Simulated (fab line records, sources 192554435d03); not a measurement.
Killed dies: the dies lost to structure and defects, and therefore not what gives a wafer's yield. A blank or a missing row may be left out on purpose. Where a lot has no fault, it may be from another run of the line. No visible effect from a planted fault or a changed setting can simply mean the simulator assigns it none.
fab line records + flow n5Finfet
record
- lots=9
- wafers=25
- lastDay=18
route steps=1938 shown HKMG_FIN@445 BEOL_M4@1111
lots with no fault: from the same line, run without faults
startH: hours from the record's opening day to when the first of the lot's shown wafers began + waitH: time in hours since the lot's previous step + " same as the row above + L1.1+2: several wafers, shown together as one row + - no value, or no start was given + * or withheld: withheld + < > ~ a bound
route shown NAME@n: names a module that has steps shown in the file, with the first one's number in the route + usual: mean/standard deviation of fault-free wafers + same: alike in all rows + chamber/n: place in a boat + sites: readings site by site + _std_site: standard deviation of those values + _edge_site: outer sites' mean less inner sites' + radiusMm: for every site, how far away it sits from the centre of the wafer + mask NAME#n: copy n + behind: the tool/chamber that last shaped the wafer + hold: cause of the lot's hold/its duration in hours/its outcome + device: transistor that didn't switch, given as n, p or np + end of line: tests of these same wafers at the route's end + for a step that has no rows: nothing shown but its recipe + killed: at the first sort, the dies lost to defects and structure; wafer yield is something else + map: the dies of a wafer, with x for killed, . for not killed, _ for no die there
set.NAME: the setting as run; set.NAME@STEP: as run at that earlier step + model.NAME: the simulator's own value behind a step, which no gauge read
route steps across a sampled set of lots; one table per step, one row per wafer
services: a tool's chamber out of use, with start hour (startH, from the record's first day; less than 0 if before it), hours out, and reason
## steps
# step N5_HKMG_FIN_STRIP_89
# recipe
- chemistry=N2/H2
- material=SOC
- timeS=20
- powerW=500
- tempC=40
- pressureMtorr=50
- rfFrequencyHz=6e+07
- biasPowerW=8
- h2Frac=0.5
- n2FlowSccm=300
- h2FlowSccm=300
# usual
- drypumpMotorCurrentA=5.8/0.46
- oesProductAu=0.78/0.1
- rfVppV=54.0/0.91
- showerheadPlenumPTorr=3.30/0.1
- throttleValvePct=19.1/0.46
| lot.wafer | tool       | chamber | startH | waitH | drypumpMotorCurrentA | oesProductAu | rfHoursCounterH | rfVppV | showerheadPlenumPTorr | throttleValvePct |
|-----------|------------|---------|--------|-------|----------------------|--------------|-----------------|--------|-----------------------|------------------|
| L593.2    | rieDiel-04 | 0       | 84.81  | 0.0   | 5.6                  | 0.70         | 207             | 52.5   | 3.20                  | 19.5             |
| L593.4    | "          | 3       | "      | "     | 5.4                  | 1.01         | 0               | 54.0   | 3.30                  | 18.4             |
| L593.6    | "          | 0       | "      | "     | 5.6                  | 0.70         | -               | 53.3   | 3.20                  | 19.5             |
| L602.2    | rieDiel-05 | 1       | 136.04 | 0.0   | 6.1                  | 0.89         | 27              | 54.4   | 3.32                  | 18.9             |
| L602.3    | "          | 0       | "      | "     | 5.7                  | 0.70         | 225             | 53.8   | 3.16                  | 18.8             |
| L602.4    | "          | 2       | "      | "     | 5.1                  | 0.72         | -               | 55.5   | 3.49                  | 18.8             |
| L604.2    | rieDiel-06 | 0       | 149.23 | 0.0   | 6.7                  | 0.70         | 233             | 54.5   | 3.28                  | 19.2             |
| L604.3    | "          | 3       | "      | "     | 6.5                  | 0.91         | 43              | 53.3   | 3.28                  | 19.0             |
| L604.5    | "          | 2       | "      | "     | 5.4                  | 0.71         | -               | 54.5   | 3.23                  | 19.7             |
| L605.1    | rieDiel-06 | 2       | 154.16 | 0.0   | 5.5                  | 0.71         | 188             | 54.2   | 3.23                  | 19.7             |
| L605.4    | "          | 1       | "      | "     | 6.0                  | 0.71         | 228             | 53.1   | 3.31                  | 19.3             |
| L605.5    | "          | 3       | "      | "     | 6.5                  | 0.93         | -               | 54.5   | 3.28                  | 18.9             |
| L609.1    | rieDiel-06 | 2       | 180.13 | 0.0   | 5.5                  | 0.69         | 197             | 53.5   | 3.23                  | 19.7             |
| L609.5    | "          | 0       | "      | "     | 6.7                  | 0.69         | -               | 53.1   | 3.28                  | 19.2             |
| L611.1    | rieDiel-06 | 3       | 193.31 | 0.0   | 6.5                  | 0.91         | 58              | 53.7   | 3.27                  | 19.0             |
| L611.4    | "          | 0       | "      | "     | 6.6                  | 0.70         | 249             | 54.1   | 3.28                  | 19.2             |
| L613.3    | rieDiel-04 | 1       | 204.51 | 0.0   | 5.2                  | 0.71         | 197             | 54.1   | 3.21                  | 18.5             |
| L613.5    | "          | 3       | "      | "     | 5.4                  | 0.89         | -               | 54.2   | 3.27                  | 18.4             |
| L613.6    | "          | 0       | "      | "     | 5.6                  | 0.67         | -               | 52.3   | 3.18                  | 19.6             |
| L614.1    | rieDiel-04 | 2       | 211.76 | 0.0   | 5.8                  | 0.73         | 192             | 53.2   | 3.49                  | 19.3             |
| L614.4    | "          | 3       | "      | "     | 5.4                  | 0.87         | -               | 54.3   | 3.27                  | 18.4             |
| L614.5    | "          | 2       | "      | "     | 5.8                  | 0.72         | -               | 54.1   | 3.49                  | 19.3             |
| L615.1    | rieDiel-05 | 2       | 219.25 | 0.0   | 5.1                  | 0.70         | 225             | 54.6   | 3.47                  | 18.9             |
| L615.5    | "          | 2       | "      | "     | 5.1                  | 0.69         | -               | 54.2   | 3.47                  | 18.9             |
| L615.6    | "          | 0       | "      | "     | 5.7                  | 0.96         | -               | 55.4   | 3.55                  | 18.4             |
# step N5_HKMG_FIN_STRIP_90
# recipe
- chemistry=N2/H2
- material=SOC
- timeS=20
- powerW=500
- tempC=40
- pressureMtorr=50
- rfFrequencyHz=6e+07
- biasPowerW=8
- h2Frac=0.5
- n2FlowSccm=300
- h2FlowSccm=300
# usual
- drypumpMotorCurrentA=5.9/0.47
- oesProductAu=0.76/0.097
- rfVppV=54.0/0.87
- showerheadPlenumPTorr=3.29/0.085
- throttleValvePct=19.2/0.42
| lot.wafer | tool       | chamber | startH | waitH | drypumpMotorCurrentA | oesProductAu | rfHoursCounterH | rfVppV | showerheadPlenumPTorr | throttleValvePct |
|-----------|------------|---------|--------|-------|----------------------|--------------|-----------------|--------|-----------------------|------------------|
| L593.2    | rieDiel-04 | 1       | 85.94  | 0.0   | 5.3                  | 0.74         | 156             | 54.2   | 3.23                  | 18.4             |
| L593.4    | "          | 3       | "      | "     | 5.4                  | 1.00         | 1               | 53.6   | 3.30                  | 18.3             |
| L593.6    | "          | 1       | "      | "     | 5.3                  | 0.74         | -               | 56.8   | 3.23                  | 18.4             |
| L602.2    | rieDiel-06 | 3       | 137.31 | 0.0   | 6.5                  | 0.94         | 39              | 53.9   | 3.28                  | 18.9             |
| L602.3    | "          | 1       | "      | "     | 6.0                  | 0.72         | 220             | 53.8   | 3.32                  | 19.3             |
| L602.4    | "          | 1       | "      | "     | 6.0                  | 0.72         | -               | 52.4   | 3.32                  | 19.2             |
| L604.2    | rieDiel-05 | 2       | 150.30 | 0.0   | 5.1                  | 0.71         | 197             | 53.7   | 3.49                  | 18.8             |
| L604.3    | "          | 0       | "      | "     | 5.7                  | 0.69         | 232             | 53.9   | 3.15                  | 18.9             |
| L604.5    | "          | 1       | "      | "     | 6.1                  | 0.89         | -               | 53.9   | 3.32                  | 18.9             |
| L605.1    | rieDiel-06 | 3       | 155.24 | 0.0   | 6.5                  | 0.93         | 45              | 53.6   | 3.28                  | 19.0             |
| L605.4    | "          | 0       | "      | "     | 6.7                  | 0.71         | 236             | 54.5   | 3.28                  | 19.1             |
| L605.5    | "          | 1       | "      | "     | 6.0                  | 0.71         | -               | 55.8   | 3.31                  | 19.3             |
| L609.1    | rieDiel-04 | 0       | 181.21 | 0.0   | 5.6                  | 0.69         | 241             | 53.3   | 3.19                  | 19.6             |
| L609.5    | "          | 0       | "      | "     | 5.6                  | 0.69         | -               | 53.2   | 3.19                  | 19.6             |
| L611.1    | rieDiel-06 | 1       | 194.48 | 0.0   | 6.0                  | 0.69         | 242             | 53.2   | 3.31                  | 19.3             |
| L611.4    | "          | 0       | "      | "     | 6.7                  | 0.69         | 250             | 53.9   | 3.28                  | 19.2             |
| L613.3    | rieDiel-06 | 3       | 205.58 | 0.0   | 6.5                  | 0.90         | 63              | 52.3   | 3.27                  | 19.0             |
| L613.5    | "          | 1       | "      | "     | 6.0                  | 0.70         | -               | 54.0   | 3.30                  | 19.3             |
| L613.6    | "          | 2       | "      | "     | 5.5                  | 0.69         | -               | 55.2   | 3.22                  | 19.7             |
| L614.1    | rieDiel-06 | 3       | 212.97 | 0.0   | 6.5                  | 0.89         | 67              | 54.0   | 3.27                  | 19.0             |
| L614.4    | "          | 2       | "      | "     | 5.5                  | 0.69         | -               | 52.5   | 3.22                  | 19.7             |
| L614.5    | "          | 3       | "      | "     | 6.5                  | 0.88         | -               | 53.1   | 3.27                  | 19.0             |
| L615.1    | rieDiel-06 | 1       | 220.32 | 0.0   | 6.0                  | 0.69         | 255             | 54.0   | 3.30                  | 19.3             |
| L615.5    | "          | 1       | "      | "     | 6.0                  | 0.69         | -               | 53.1   | 3.30                  | 19.3             |
| L615.6    | "          | 3       | "      | "     | 6.5                  | 0.88         | -               | 55.2   | 3.27                  | 19.0             |
# step N5_HKMG_FIN_ETCHBACK_68
# recipe
- chemistry=Cl2/Ar
- stopOn=HfO2
- targetDepthA=5
- pressureMtorr=10
- icpW=600
- biasW=60
- Cl2_flow_sccm=40
- Ar_flow_sccm=60
# usual
- biasW=59.99/0.19
- drypumpMotorCurrentA=5.48/0.21
- oesProductAu=0.76/0.1
- throttleValvePct=20.89/0.18
| lot.wafer | tool        | chamber | startH | waitH | biasW | drypumpMotorCurrentA | oesProductAu | rfHoursCounterH | throttleValvePct |
|-----------|-------------|---------|--------|-------|-------|----------------------|--------------|-----------------|------------------|
| L593.2    | rieMetal-03 | 1       | 86.10  | 0.0   | 60.02 | 5.50                 | 0.68         | 94              | 21.12            |
| L593.4    | "           | 0       | "      | "     | 60.02 | 5.22                 | 0.76         | -               | 20.80            |
| L593.6    | "           | 1       | "      | "     | 60.25 | 5.52                 | 0.67         | -               | 21.10            |
| L602.2    | rieMetal-02 | 1       | 137.47 | 0.0   | 59.97 | 5.31                 | 0.87         | 14              | 21.00            |
| L602.3    | "           | 0       | "      | "     | 59.85 | 5.47                 | 0.59         | -               | 20.98            |
| L602.4    | "           | 1       | "      | "     | 59.84 | 5.33                 | 0.88         | -               | 20.97            |
| L604.2    | rieMetal-02 | 1       | 152.41 | 0.0   | 60.00 | 5.30                 | 0.86         | 16              | 21.02            |
| L604.3    | "           | 1       | "      | "     | 60.01 | 5.31                 | 0.86         | -               | 20.98            |
| L604.5    | "           | 1       | "      | "     | 59.84 | 5.34                 | 0.87         | -               | 21.01            |
| L605.1    | rieMetal-01 | 1       | 155.40 | 0.0   | 60.09 | 5.56                 | 0.89         | 11              | 20.62            |
| L605.4    | "           | 1       | "      | "     | 60.14 | 5.55                 | 0.88         | -               | 20.64            |
| L605.5    | "           | 0       | "      | "     | 59.74 | 5.89                 | 0.77         | -               | 20.80            |
| L609.1    | rieMetal-03 | 0       | 181.36 | 0.0   | 59.90 | 5.24                 | 0.79         | 35              | 20.75            |
| L609.5    | "           | 0       | "      | "     | 60.18 | 5.27                 | 0.79         | -               | 20.73            |
| L611.1    | rieMetal-03 | 0       | 194.64 | 0.0   | 60.12 | 5.23                 | 0.78         | 36              | 20.75            |
| L611.4    | "           | 0       | "      | "     | 60.09 | 5.27                 | 0.78         | -               | 20.76            |
| L613.3    | rieMetal-02 | 1       | 205.82 | 0.1   | 60.06 | 5.29                 | 0.85         | -               | 21.02            |
| L613.5    | "           | 1       | "      | "     | 59.82 | 5.29                 | 0.85         | -               | 21.00            |
| L613.6    | "           | 1       | "      | "     | 59.90 | 5.32                 | 0.85         | -               | 21.01            |
| L614.1    | rieMetal-03 | 1       | 213.13 | 0.0   | 60.05 | 5.48                 | 0.66         | 106             | 21.14            |
| L614.4    | "           | 1       | "      | "     | 59.98 | 5.49                 | 0.66         | -               | 21.14            |
| L614.5    | "           | 1       | "      | "     | 59.75 | 5.48                 | 0.65         | -               | 21.14            |
| L615.1    | rieMetal-03 | 1       | 220.48 | 0.0   | 59.96 | 5.48                 | 0.65         | 107             | 21.14            |
| L615.5    | "           | 0       | "      | "     | 59.94 | 5.20                 | 0.77         | -               | 20.78            |
| L615.6    | "           | 1       | "      | "     | 59.83 | 5.51                 | 0.65         | -               | 21.14            |
# step N5_HKMG_FIN_ALD_21
# recipe
- material=TiN
- targetThkA=15
- tempC=400
- aldPrecursorFamily=TiCl4
- aldCoReactant=NH3
- pulseTimeS=1
- purgeTimeS=3
- coReactantPurgeTimeS=2
- coReactantPulseTimeS=2
- aldCycles=68
- pressureTorr=3
# usual
- aldCycles=68/0
- heaterPowerW=938/110
- precursorPulseHeightRel=1.000/0.022
- susceptorTempC=400.01/0.23
| lot.wafer | tool        | chamber | startH | waitH | aldCycles | heaterPowerW | precursorPulseHeightRel | susceptorTempC |
|-----------|-------------|---------|--------|-------|-----------|--------------|-------------------------|----------------|
| L593.2    | aldMetal-04 | 3       | 86.66  | 0.3   | 68        | 1102         | 1.014                   | 400.16         |
| L593.4    | "           | 2       | "      | "     | 68        | 1016         | 0.998                   | 399.66         |
| L593.6    | "           | 1       | "      | "     | 68        | 939          | 0.965                   | 399.63         |
| L602.2    | aldMetal-04 | 0       | 138.00 | 0.3   | 68        | 837          | 1.018                   | 399.74         |
| L602.3    | "           | 3       | "      | "     | 68        | 1046         | 0.984                   | 400.00         |
| L602.4    | "           | 2       | "      | "     | 68        | 1013         | 1.016                   | 399.94         |
| L604.2    | aldMetal-01 | 0       | 153.28 | 0.3   | 68        | 860          | 1.015                   | 399.88         |
| L604.3    | "           | 3       | "      | "     | 68        | 878          | 1.035                   | 399.69         |
| L604.5    | "           | 0       | "      | "     | 68        | 867          | 0.987                   | 399.98         |
| L605.1    | aldMetal-04 | 0       | 155.92 | 0.3   | 76        | 859          | 1.023                   | 400.09         |
| L605.4    | "           | 1       | "      | "     | 68        | 962          | 0.968                   | 399.94         |
| L605.5    | "           | 3       | "      | "     | 76        | 1054         | 1.045                   | 399.85         |
| L609.1    | aldMetal-04 | 2       | 181.89 | 0.3   | 76        | 1032         | 0.996                   | 399.94         |
| L609.5    | "           | 0       | "      | "     | 76        | 843          | 0.997                   | 399.69         |
| L611.1    | aldMetal-04 | 2       | 195.16 | 0.3   | 76        | 1023         | 1.007                   | 400.12         |
| L611.4    | "           | 1       | "      | "     | 68        | 947          | 1.021                   | 400.15         |
| L613.3    | aldMetal-01 | 0       | 206.38 | 0.1   | 68        | 865          | 1.041                   | 400.05         |
| L613.5    | "           | 2       | "      | "     | 68        | 1095         | 1.047                   | 399.97         |
| L613.6    | "           | 3       | "      | "     | 68        | 877          | 1.016                   | 400.18         |
| L614.1    | aldMetal-01 | 0       | 213.65 | 0.3   | 68        | 856          | 1.001                   | 400.36         |
| L614.4    | "           | 3       | "      | "     | 68        | 884          | 0.953                   | 399.61         |
| L614.5    | "           | 1       | "      | "     | 68        | 865          | 1.019                   | 399.83         |
| L615.1    | aldMetal-03 | 3       | 221.00 | 0.3   | 68        | 1003         | 1.018                   | 400.13         |
| L615.5    | "           | 3       | "      | "     | 68        | 1024         | 1.031                   | 400.00         |
| L615.6    | "           | 0       | "      | "     | 68        | 724          | 1.013                   | 399.81         |
# step N5_BEOL_M4_RC_MEAS_101
# usual
- DIBL_N=36.0/2.5
- DIBL_P=36.7/3
- IOFF_N=0.16/0.043
- IOFF_P=0.21/0.049
- ION_N=673/15
- ION_P=461/9.8
- SS_N=71.5/0.83
- SS_P=73.4/0.83
- VT_N=250/4
- VT_P=-251/4
| lot.wafer | tool      | chamber | startH | waitH | DIBL_N[mV/V] | DIBL_P[mV/V] | IOFF_N[nA/um] | IOFF_P[nA/um] | ION_N[uA/um] | ION_P[uA/um] | SS_N[mV/dec] | SS_P[mV/dec] | VT_N[mV] | VT_P[mV] |
|-----------|-----------|---------|--------|-------|--------------|--------------|---------------|---------------|--------------|--------------|--------------|--------------|----------|----------|
| L593.2    | prober-02 | 0       | 160.81 | 0.2   | 41.7         | 41.5         | 0.27          | 0.30          | 687          | 465          | 73.2         | 75.1         | 244      | -247     |
| L593.4    | "         | 0       | "      | "     | 36.4         | 34.4         | 0.14          | 0.17          | 663          | 449          | 71.2         | 73.3         | 255      | -257     |
| L593.6    | "         | 0       | "      | "     | 36.7         | 34.5         | 0.15          | 0.18          | 664          | 449          | 71.7         | 74.0         | 255      | -255     |
| L602.2    | prober-02 | 0       | 220.05 | 0.2   | 39.1         | 38.4         | 0.18          | 0.22          | 668          | 457          | 72.7         | 74.4         | 251      | -251     |
| L602.3    | "         | 0       | "      | "     | 37.2         | 37.8         | 0.15          | 0.21          | 665          | 455          | 71.9         | 73.5         | 251      | -252     |
| L602.4    | "         | 0       | "      | "     | 34.3         | 34.9         | 0.12          | 0.18          | 651          | 456          | 70.4         | 73.3         | 254      | -255     |
| L604.2    | prober-02 | 0       | 237.25 | 0.2   | 34.1         | 31.5         | 0.12          | 0.19          | 685          | 473          | 70.1         | 72.6         | 253      | -250     |
| L604.3    | "         | 0       | "      | "     | 34.7         | 31.4         | 0.11          | 0.18          | 651          | 455          | 71.0         | 72.2         | 256      | -248     |
| L604.5    | "         | 0       | "      | "     | 35.0         | 31.5         | 0.13          | 0.20          | 662          | 466          | 70.8         | 72.7         | 253      | -248     |
| L605.1    | prober-01 | 0       | 239.40 | 0.0   | 38.9         | 38.3         | 0.19          | 0.23          | 687          | 462          | 72.6         | 74.1         | 248      | -250     |
| L605.4    | "         | 0       | "      | "     | 33.3         | 32.8         | 0.10          | 0.16          | 648          | 446          | 70.9         | 72.7         | 258      | -253     |
| L605.5    | "         | 0       | "      | "     | 36.2         | 35.1         | 0.14          | 0.18          | 654          | 446          | 72.4         | 73.5         | 253      | -251     |
| L609.1    | prober-02 | 0       | 276.94 | 0.0   | 34.9         | 36.0         | 0.14          | 0.22          | 666          | 462          | 70.3         | 73.1         | 251      | -247     |
| L609.5    | "         | 0       | "      | "     | 37.1         | 38.8         | 0.17          | 0.26          | 672          | 469          | 71.8         | 73.2         | 248      | -246     |
| L611.1    | prober-02 | 0       | 288.27 | 0.0   | 33.7         | 35.3         | 0.12          | 0.17          | 674          | 458          | 71.4         | 72.8         | 255      | -256     |
| L611.4    | "         | 0       | "      | "     | 35.5         | 37.1         | 0.15          | 0.19          | 679          | 461          | 71.3         | 73.7         | 250      | -253     |
| L613.3    | prober-01 | 0       | 305.45 | 0.3   | 36.2         | 37.5         | 0.17          | 0.23          | 690          | 470          | 71.2         | 73.6         | 246      | -248     |
| L613.5    | "         | 0       | "      | "     | 35.2         | 35.9         | 0.15          | 0.21          | 686          | 475          | 71.5         | 72.8         | 250      | -248     |
| L613.6    | "         | 0       | "      | "     | 38.7         | 40.4         | 0.22          | 0.29          | 685          | 466          | 72.0         | 74.1         | 244      | -246     |
| L614.1    | prober-01 | 0       | 319.88 | 0.0   | 36.6         | 39.2         | 0.19          | 0.24          | 694          | 479          | 70.8         | 73.8         | 242      | -249     |
| L614.4    | "         | 0       | "      | "     | 35.8         | 38.0         | 0.16          | 0.21          | 684          | 469          | 71.7         | 73.5         | 248      | -251     |
| L614.5    | "         | 0       | "      | "     | 35.0         | 36.9         | 0.14          | 0.20          | 669          | 461          | 71.0         | 73.1         | 252      | -250     |
| L615.1    | prober-01 | 0       | 325.33 | 0.0   | 35.6         | 36.6         | 0.14          | 0.17          | 672          | 454          | 71.1         | 72.9         | 252      | -256     |
| L615.5    | "         | 0       | "      | "     | 37.2         | 38.3         | 0.17          | 0.19          | 683          | 463          | 71.8         | 73.6         | 251      | -254     |
| L615.6    | "         | 0       | "      | "     | 35.3         | 36.1         | 0.13          | 0.16          | 650          | 445          | 70.9         | 73.2         | 254      | -258     |
## services
| tool        | chamber | startH | hours | kind                        |
|-------------|---------|--------|-------|-----------------------------|
| rieDiel-05  | -       | 63.26  | 0.9   | repair                      |
| aldMetal-03 | -       | 71.36  | 8.7   | pm                          |
| aldMetal-04 | 1       | 75.53  | 8.0   | repair                      |
| rieDiel-05  | 2       | 90.55  | 4.2   | repair                      |
| aldMetal-04 | 2       | 99.21  | 25.3  | repair                      |
| rieMetal-01 | -       | 100.53 | 2.8   | pm                          |
| rieDiel-06  | 0       | 107.86 | 29.5  | repair                      |
| rieDiel-05  | 2       | 112.56 | 7.4   | repair                      |
| aldMetal-01 | 2       | 118.96 | 10.5  | repair                      |
| aldMetal-04 | -       | 124.50 | 0.8   | repair                      |
| rieDiel-04  | 2       | 130.36 | 10.1  | repair                      |
| rieMetal-01 | 0       | 133.41 | 1.5   | repair                      |
| rieDiel-05  | 3       | 134.08 | 65.0  | repair                      |
| aldMetal-01 | -       | 161.44 | 8.7   | pm                          |
| rieDiel-05  | 1       | 183.09 | 9.7   | repair                      |
| rieDiel-06  | 0       | 194.55 | -     | clean                       |
| rieDiel-06  | 0       | 194.55 | -     | consumableReplace:focusRing |
| rieDiel-06  | 0       | 194.55 | 34.3  | scheduledDown               |
| rieDiel-06  | 0       | 194.55 | 34.3  | ventCycle                   |
| aldMetal-03 | -       | 195.59 | 0.6   | repair                      |
| aldMetal-04 | -       | 197.69 | 0.3   | repair                      |
| aldMetal-03 | -       | 203.08 | 0.5   | repair                      |
| rieMetal-02 | 1       | 209.25 | 8.3   | repair                      |
| rieDiel-05  | 3       | 209.61 | 4.5   | repair                      |
## key
firstSign
- step=N5_HKMG_FIN_ALD_21
- reading=aldCycles
- direction=up
- sigmas=99+
- usual=*
- struck=*
effect none on later readings
metAt N5_HKMG_FIN_ALD_21
struckLots L605,L609,L611
struckWafers L605.1,L605.5,L609.1,L609.5,L611.1
notActingAt N5_HKMG_FIN_STRIP_89,N5_HKMG_FIN_STRIP_90,N5_HKMG_FIN_ETCHBACK_68
onsetBetween 138.00 155.92
fault
- kind=processParameterDrift
- tool=aldMetal-04
- chamber=-
- onsetH=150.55
- steps=N5_HKMG_FIN_ALD_21
- channel=aldCycles
- offset=*
- shape=step
- endH=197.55
- scope=struckWafersOnly
- actsIn=*
- stated=*
